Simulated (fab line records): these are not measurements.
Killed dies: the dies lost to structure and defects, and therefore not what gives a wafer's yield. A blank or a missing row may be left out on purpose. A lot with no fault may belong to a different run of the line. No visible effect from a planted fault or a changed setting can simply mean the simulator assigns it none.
Which tool was responsible? / flow nand-harc / Sampling: 6 lots, 17 wafers, 5 of 1302 route steps

## WHAT THE GAUGES READ, wafer by wafer
NHARC_END_SORT_01.
lot=L836; measured=day 24 14:47; on=prober-02; killed-at-array=59 54 58
lot=L841; measured=day 27 07:34; on=prober-02; killed-at-array=35 52 48
lot=L842; measured=day 27 20:07; on=prober-02; killed-at-array=61 67 53
lot=L846; measured=day 27 23:59; on=prober-01; killed-at-array=47 46 40
lot=L850; measured=day 30 12:47; on=prober-01; killed-at-array=62 229
lot=L857; measured=day 35 07:50; on=prober-01; killed-at-array=52 53 56

## EACH LOT AND THE TOOL THAT RAN IT (in order: tool; ch and the chambers of the sampled wafers; start)
lot=L836; NHARC_A_CHANNEL_HOLE_D1_DEP_01=pecvd-04 ch 0,1, day 9 05:04; NHARC_A_CHANNEL_HOLE_D1_ETCH_38=rie-diel-12 ch 1,2,3, day 9 06:30; NHARC_A_CHANNEL_HOLE_D1_ETCH_39=rie-diel-12 ch 1,2,3, day 24 14:47 or earlier; NHARC_A_CHANNEL_HOLE_D1_ETCH_34=rie-diel-12 ch 0,1,3, day 24 14:47 or earlier
lot=L841; NHARC_A_CHANNEL_HOLE_D1_DEP_01=pecvd-03 ch 0,1,2, day 10 22:04; NHARC_A_CHANNEL_HOLE_D1_ETCH_38=rie-diel-12 ch 0,1,2, day 10 23:07; NHARC_A_CHANNEL_HOLE_D1_ETCH_39=rie-diel-12 ch 0,2,3, day 27 07:34 or earlier; NHARC_A_CHANNEL_HOLE_D1_ETCH_34=rie-diel-12 ch 0,1,2, day 27 07:34 or earlier
lot=L842; NHARC_A_CHANNEL_HOLE_D1_DEP_01=pecvd-03 ch 0,1, day 11 11:54; NHARC_A_CHANNEL_HOLE_D1_ETCH_38=rie-diel-02 ch 0,3, day 11 12:49; NHARC_A_CHANNEL_HOLE_D1_ETCH_39=rie-diel-02 ch 0,2,3, day 27 20:07 or earlier; NHARC_A_CHANNEL_HOLE_D1_ETCH_34=rie-diel-02 ch 1,2,3, day 27 20:07 or earlier
lot=L846; NHARC_A_CHANNEL_HOLE_D1_DEP_01=pecvd-04 ch 0,1,2, day 13 02:28; NHARC_A_CHANNEL_HOLE_D1_ETCH_38=rie-diel-02 ch 0,1,3, day 13 03:26; NHARC_A_CHANNEL_HOLE_D1_ETCH_39=rie-diel-02 ch 0,1,2, day 27 23:59 or earlier; NHARC_A_CHANNEL_HOLE_D1_ETCH_34=rie-diel-02 ch 0,1,3, day 27 23:59 or earlier
lot=L850; NHARC_A_CHANNEL_HOLE_D1_DEP_01=pecvd-04 ch 0,1, day 14 10:09; NHARC_A_CHANNEL_HOLE_D1_ETCH_38=rie-diel-02 ch 0,1, day 14 11:08; NHARC_A_CHANNEL_HOLE_D1_ETCH_39=rie-diel-02 ch 1,2, day 30 12:47 or earlier; NHARC_A_CHANNEL_HOLE_D1_ETCH_34=rie-diel-02 ch 0,2, day 30 12:47 or earlier
lot=L857; NHARC_A_CHANNEL_HOLE_D1_DEP_01=pecvd-03 ch 0,1,2, day 19 04:11; NHARC_A_CHANNEL_HOLE_D1_ETCH_38=rie-diel-04 ch 0,2,3, day 19 05:14; NHARC_A_CHANNEL_HOLE_D1_ETCH_39=rie-diel-04 ch 0,2,3, day 35 07:50 or earlier; NHARC_A_CHANNEL_HOLE_D1_ETCH_34=rie-diel-04 ch 0,1,2, day 35 07:50 or earlier
- NHARC_A_CHANNEL_HOLE_D1_DEP_01: deposits SiON, target thk 140 nm.
- NHARC_A_CHANNEL_HOLE_D1_ETCH_38: etches the open film in CF4, target depth 39 nm, time 65 s.
- NHARC_A_CHANNEL_HOLE_D1_ETCH_39: etches the open film in N2/H2, target depth 260 nm, time 325 s.
- NHARC_A_CHANNEL_HOLE_D1_ETCH_34: etches the open film in CF4/CHF3, target depth 154 nm, time 77 s.

## THE ANSWER, worked out from the rows above alone
Rule: the lots themselves supply what counts as usual. Put in order of their means at a reading, lots are off if they are a third of the lots or fewer, leave a main group of 4 or more, and stand apart from it by a gap of 3 or more times the standard deviation of the main group's means; of several such gaps the widest counts. If all means in a main group match to the digits the tables above print for the reading, that group is not used. Also off: a lot with no number at a reading for which 4 or more lots have one. All remaining lots with rows at the step are treated as sound.
Off at NHARC_END_SORT_01 (killed-at-array): L850. For the main group the mean is 52 and the standard deviation 6.4.
A tool fits if, at a process step before that reading, it ran every lot that is off, and no sound lot after the first of them. Those tools and the gauges at NHARC_END_SORT_01 are tried in the same way. Because NHARC_A_CHANNEL_HOLE_D1_ETCH_39 lacks a start for some lots, the hours and order of its lots are taken from NHARC_END_SORT_01. Because NHARC_A_CHANNEL_HOLE_D1_ETCH_34 lacks a start for some lots, the hours and order of its lots are taken from NHARC_END_SORT_01. Undecided on this evidence; 2 tools fit (pecvd-04 at NHARC_A_CHANNEL_HOLE_D1_DEP_01, rie-diel-02 at NHARC_A_CHANNEL_HOLE_D1_ETCH_38 and NHARC_A_CHANNEL_HOLE_D1_ETCH_39 and NHARC_A_CHANNEL_HOLE_D1_ETCH_34).

## WHAT THE SIMULATOR PUT IN
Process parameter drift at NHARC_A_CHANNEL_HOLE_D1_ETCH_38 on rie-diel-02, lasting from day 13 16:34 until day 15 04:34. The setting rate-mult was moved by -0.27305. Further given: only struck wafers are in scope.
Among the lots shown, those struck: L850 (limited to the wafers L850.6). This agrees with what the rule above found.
